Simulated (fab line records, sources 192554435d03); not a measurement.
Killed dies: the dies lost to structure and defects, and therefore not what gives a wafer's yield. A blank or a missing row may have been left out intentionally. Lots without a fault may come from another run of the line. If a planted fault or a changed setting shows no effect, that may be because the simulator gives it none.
Split-lot study :: flow n5-finfet :: route with 1938 steps; 7 lots, 21 wafers read

== SPLIT DETAILS ==
At N5_BEOL_M13_ETCH_68 (etches SOC in N2/H2, time 355 s), the setting time-s was moved away from the recipe's 355 s on 9 of the 21 wafers read, by -17.7% to +13.2%. For the rest of the wafers, this setting stayed at what the recipe calls for.

The reading is taken at the split's own step.

== THE READING ==
SiARC_of_BEOL_M13_COAT_66.thk-nm (the simulator's own value, which no gauge read), in nm, at N5_BEOL_M13_ETCH_68 (etches SOC in N2/H2, time 355 s). There is no usual value for it anywhere in the file. The 12 wafers here that ran the recipe average 77.4 nm, standard deviation 0.63 nm.

wafer: L074.1
tool, chamber at the split: rie-diel-03, 3
time-s as run, s: 355
against the recipe: recipe
SiARC_of_BEOL_M13_COAT_66.thk-nm, nm: 78.2
against lot-mates on the recipe: -

wafer: L074.2
tool, chamber at the split: rie-diel-03, 0
time-s as run, s: 355
against the recipe: recipe
SiARC_of_BEOL_M13_COAT_66.thk-nm, nm: 78.4
against lot-mates on the recipe: -

wafer: L074.4
tool, chamber at the split: rie-diel-03, 1
time-s as run, s: 292.2
against the recipe: -17.7%
SiARC_of_BEOL_M13_COAT_66.thk-nm, nm: 83.8
against lot-mates on the recipe: +5.5

wafer: L081.3
tool, chamber at the split: rie-diel-06, 0
time-s as run, s: 402
against the recipe: +13.2%
SiARC_of_BEOL_M13_COAT_66.thk-nm, nm: 71.4
against lot-mates on the recipe: -5.4

wafer: L081.4
tool, chamber at the split: rie-diel-06, 1
time-s as run, s: 402
against the recipe: +13.2%
SiARC_of_BEOL_M13_COAT_66.thk-nm, nm: 71.4
against lot-mates on the recipe: -5.4

wafer: L081.6
tool, chamber at the split: rie-diel-06, 2
time-s as run, s: 355
against the recipe: recipe
SiARC_of_BEOL_M13_COAT_66.thk-nm, nm: 76.8
against lot-mates on the recipe: -

wafer: L083.1
tool, chamber at the split: rie-diel-03, 3
time-s as run, s: 325.6
against the recipe: -8.3%
SiARC_of_BEOL_M13_COAT_66.thk-nm, nm: 79.8
against lot-mates on the recipe: +1.0

wafer: L083.5
tool, chamber at the split: rie-diel-03, 3
time-s as run, s: 325.6
against the recipe: -8.3%
SiARC_of_BEOL_M13_COAT_66.thk-nm, nm: 79.6
against lot-mates on the recipe: +0.8

wafer: L083.6
tool, chamber at the split: rie-diel-03, 2
time-s as run, s: 355
against the recipe: recipe
SiARC_of_BEOL_M13_COAT_66.thk-nm, nm: 78.8
against lot-mates on the recipe: -

wafer: L091.3
tool, chamber at the split: rie-diel-06, 1
time-s as run, s: 355
against the recipe: recipe
SiARC_of_BEOL_M13_COAT_66.thk-nm, nm: 77
against lot-mates on the recipe: -

wafer: L091.4
tool, chamber at the split: rie-diel-06, 1
time-s as run, s: 355
against the recipe: recipe
SiARC_of_BEOL_M13_COAT_66.thk-nm, nm: 77
against lot-mates on the recipe: -

wafer: L091.5
tool, chamber at the split: rie-diel-06, 0
time-s as run, s: 355
against the recipe: recipe
SiARC_of_BEOL_M13_COAT_66.thk-nm, nm: 77.2
against lot-mates on the recipe: -

wafer: L092.1
tool, chamber at the split: rie-diel-01, 0
time-s as run, s: 326.1
against the recipe: -8.1%
SiARC_of_BEOL_M13_COAT_66.thk-nm, nm: 80
against lot-mates on the recipe: +3.0

wafer: L092.3
tool, chamber at the split: rie-diel-01, 3
time-s as run, s: 355
against the recipe: recipe
SiARC_of_BEOL_M13_COAT_66.thk-nm, nm: 77
against lot-mates on the recipe: -

wafer: L092.4
tool, chamber at the split: rie-diel-01, 2
time-s as run, s: 355
against the recipe: recipe
SiARC_of_BEOL_M13_COAT_66.thk-nm, nm: 77
against lot-mates on the recipe: -

wafer: L095.1
tool, chamber at the split: rie-diel-01, 1
time-s as run, s: 378.8
against the recipe: +6.7%
SiARC_of_BEOL_M13_COAT_66.thk-nm, nm: 74.6
against lot-mates on the recipe: no lot-mate on the recipe

wafer: L095.3
tool, chamber at the split: rie-diel-01, 2
time-s as run, s: 378.8
against the recipe: +6.7%
SiARC_of_BEOL_M13_COAT_66.thk-nm, nm: 74.6
against lot-mates on the recipe: no lot-mate on the recipe

wafer: L095.5
tool, chamber at the split: rie-diel-01, 0
time-s as run, s: 378.8
against the recipe: +6.7%
SiARC_of_BEOL_M13_COAT_66.thk-nm, nm: 75
against lot-mates on the recipe: no lot-mate on the recipe

wafer: L097.1
tool, chamber at the split: rie-diel-01, 1
time-s as run, s: 355
against the recipe: recipe
SiARC_of_BEOL_M13_COAT_66.thk-nm, nm: 77
against lot-mates on the recipe: -

wafer: L097.2
tool, chamber at the split: rie-diel-01, 2
time-s as run, s: 355
against the recipe: recipe
SiARC_of_BEOL_M13_COAT_66.thk-nm, nm: 77.4
against lot-mates on the recipe: -

wafer: L097.3
tool, chamber at the split: rie-diel-01, 0
time-s as run, s: 355
against the recipe: recipe
SiARC_of_BEOL_M13_COAT_66.thk-nm, nm: 77.4
against lot-mates on the recipe: -

THE FIT
A straight line over all 21 wafers: SiARC_of_BEOL_M13_COAT_66.thk-nm changes by -0.383 nm for each +1% of time-s; r = -0.97; the points scatter about the line by 0.64 nm.
The same after taking each lot's own level away (the mean of its wafers on the recipe; 18 wafers): -0.328 nm for each +1%; r = -0.96; scatter 0.68 nm.
On that fit, the largest move of time-s shifts the reading by 5.8 nm.
From 76.80 to 78.80 nm: that is the span of the lots' own levels, equal to 3.2 times the standard deviation above.
In other words, the slope is changed by the lot-to-lot level; the two fits disagree.
Check: for one of the wafers moved furthest among these (-17.7%), held out of the fit, the line's prediction against its lot-mates is +5.48 nm. Against them it came out at +5.5 nm.

== THE OTHER SPLITS THESE WAFERS WENT THROUGH ==
These wafers also went through other splits before the reading. Each is held against what the fit with the lots' levels taken away leaves over:
other split on the same wafers: N5_BEOL_M12_SPUTTER_43 power-w
wafers away from the commonest value: 7
r with SiARC_of_BEOL_M13_COAT_66.thk-nm (lot level and that fit taken away): -0.40

other split on the same wafers: N5_BEOL_M13_EXPOSE_25 dose-mj
wafers away from the commonest value: 7
r with SiARC_of_BEOL_M13_COAT_66.thk-nm (lot level and that fit taken away): -0.05

== THE FILE'S OWN FIT ==
SiARC_of_BEOL_M13_COAT_66.thk-nm changes by -0.322 nm for each +1% of time-s, r = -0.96.
